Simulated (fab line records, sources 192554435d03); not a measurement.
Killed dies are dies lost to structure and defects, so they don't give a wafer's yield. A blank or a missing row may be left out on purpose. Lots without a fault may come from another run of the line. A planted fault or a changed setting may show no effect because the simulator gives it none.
One fault seen from 3 desks | flow n5_finfet | each desk has only its own numbers; what lay behind them comes last

THE METROLOGY DESK
What the gauges read, lot by lot, whatever tool the lot ran on: means of the sampled wafers that have a number. A lot is out of limits, marked OUT, if its mean lies more than 4 standard deviations from the usual mean; the brackets give that distance.
Columns: A = cd_nm at N5_MIM_TOP_LITHO_CD_MEAS_08, usual 2000.2 nm; B = MIM_TOP_OVL at N5_MIM_TOP_LITHO_OVL_MEAS_11, usual 0 nm
lot  | first seen here | A      | B
L218 | day 13 02:12    | 1998.4 | -5
L219 | day 13 15:37    | 2001.6 | -0
L230 | day 16 18:34    | 1999.0 | -2
L232 | day 16 21:11    | 2000.3 | 3
L234 | day 18 04:17    | 2004.2 | 4
L237 | day 18 08:07    | 1999.9 | 7
This desk's finding: nothing out of limits on any of the 6 lots.

THE TOOL OWNER'S DESK: rie_metal-01
The tool's own readings at N5_MIM_TOP_ETCH_ETCH_00 (etches TiN in Cl2/BCl3, target depth 38.5 nm): means of the sampled wafers that have a number, for each lot that ran on this tool. A lot is out of limits, marked OUT, if its mean lies more than 4 standard deviations from the usual mean; the brackets give that distance.
Columns: A = bias_w at N5_MIM_TOP_ETCH_ETCH_00, usual 125.9 W; B = chamber_pressure_mTorr at N5_MIM_TOP_ETCH_ETCH_00, usual 9.999 mTorr; C = drypump_motor_current_A at N5_MIM_TOP_ETCH_ETCH_00, usual 6.03 A; D = mfc_cl2_sccm at N5_MIM_TOP_ETCH_ETCH_00, usual 53.27 sccm; E = oes_product_au at N5_MIM_TOP_ETCH_ETCH_00, usual 0.82 a.u.; F = throttle_valve_pct at N5_MIM_TOP_ETCH_ETCH_00, usual 22.71 %
lot  | first seen here | A     | B      | C    | D     | E    | F
L218 | day 13 02:22    | 125.8 | 9.999  | 6.20 | 53.18 | 0.86 | 22.63
L219 | day 13 15:49    | 126.0 | 9.998  | 6.19 | 53.25 | 0.84 | 22.64
L230 | day 16 18:44    | 126.2 | 10.001 | 6.15 | 53.23 | 0.97 | 22.66
L232 | day 16 21:23    | 125.9 | 10.001 | 6.21 | 53.19 | 0.87 | 22.65
This desk's finding: nothing out of limits on any of the 4 lots.

THE DEFECT DESK
What the inspections along the route counted, lot by lot: means of the sampled wafers that have a number. A lot is out of limits, marked OUT, if its mean lies more than 4 standard deviations from the usual mean; the brackets give that distance.
Columns: A = raw_defect_count at N5_MIM_TOP_LITHO_INSPECT_12, usual 2.1
lot  | first seen here | A
L218 | day 13 02:15    | 2.0
L219 | day 13 15:40    | 1.7
L230 | day 16 18:37    | 1.3
L232 | day 16 21:14    | 3.7
L234 | day 18 04:20    | 0.7
L237 | day 18 08:10    | 2.3
This desk's finding: nothing out of limits on any of the 6 lots.

PUT TOGETHER
The metrology desk saw nothing out of limits.
The tool owner's desk saw nothing out of limits.
The defect desk saw nothing out of limits.

WHAT THE SIMULATOR HAD PUT IN
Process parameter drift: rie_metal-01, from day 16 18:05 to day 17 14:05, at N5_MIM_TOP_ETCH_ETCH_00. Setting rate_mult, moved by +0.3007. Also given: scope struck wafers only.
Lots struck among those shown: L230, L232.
